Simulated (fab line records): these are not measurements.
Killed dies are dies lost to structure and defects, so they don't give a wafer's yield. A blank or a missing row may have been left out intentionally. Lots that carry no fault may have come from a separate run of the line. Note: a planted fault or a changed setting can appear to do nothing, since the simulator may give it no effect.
Matching of chambers || flow nand-harc || NHARC_A_CONTACT_ETCH_92 on rie-diel-08: 4 sister chambers
The step etches the open film in CH3F/O2, target depth 40 nm, time 85.7 s. 4 wafers are shown with their chamber, then 7 later ones without.

## WAFERS WITH THEIR CHAMBER
{"wafer": "L084.1", "chamber": 2, "drypump-motor-current-A (A)": 5.4}
{"wafer": "L084.4", "chamber": 3, "drypump-motor-current-A (A)": 6.2}
{"wafer": "L084.6", "chamber": 1, "drypump-motor-current-A (A)": 5.7}
{"wafer": "L080.5", "chamber": 0, "drypump-motor-current-A (A)": 5.2}

## WAFERS MISSING THEIR CHAMBER
{"wafer": "L080.6", "drypump-motor-current-A (A)": 5.7}
{"wafer": "L085.2", "drypump-motor-current-A (A)": 5.2}
{"wafer": "L085.3", "drypump-motor-current-A (A)": 5.7}
{"wafer": "L085.6", "drypump-motor-current-A (A)": 5.2}
{"wafer": "L095.1", "drypump-motor-current-A (A)": 5.2}
{"wafer": "L095.2", "drypump-motor-current-A (A)": 5.5}
{"wafer": "L095.4", "drypump-motor-current-A (A)": 5.7}

## THE CHAMBER EACH PASSED THROUGH
{"wafer": "L080.6", "from the rows above": 1, "in truth": 1}
{"wafer": "L085.2", "from the rows above": 0, "in truth": 0}
{"wafer": "L085.3", "from the rows above": 1, "in truth": 1}
{"wafer": "L085.6", "from the rows above": 0, "in truth": 0}
{"wafer": "L095.1", "from the rows above": 0, "in truth": 0}
{"wafer": "L095.2", "from the rows above": 2, "in truth": 2}
{"wafer": "L095.4", "from the rows above": 1, "in truth": 1}
Correctly placed: 7 of 7. Left unplaced by these rows: 0. Number placed wrongly: 0.
How it was worked out, from the rows above alone: a wafer's distance from a chamber is the root of the sum, over the readings, of the square of ((its reading less the chamber's mean) divided by the reading's scatter). The wafer belongs to the nearest chamber; if the next one is less than 2 further off, it can't be placed. A chamber's mean is the mean of its shown wafers. The scatter: with one shown wafer a chamber, the root of the mean of the squares of how far each hidden wafer lies from its nearest shown one.
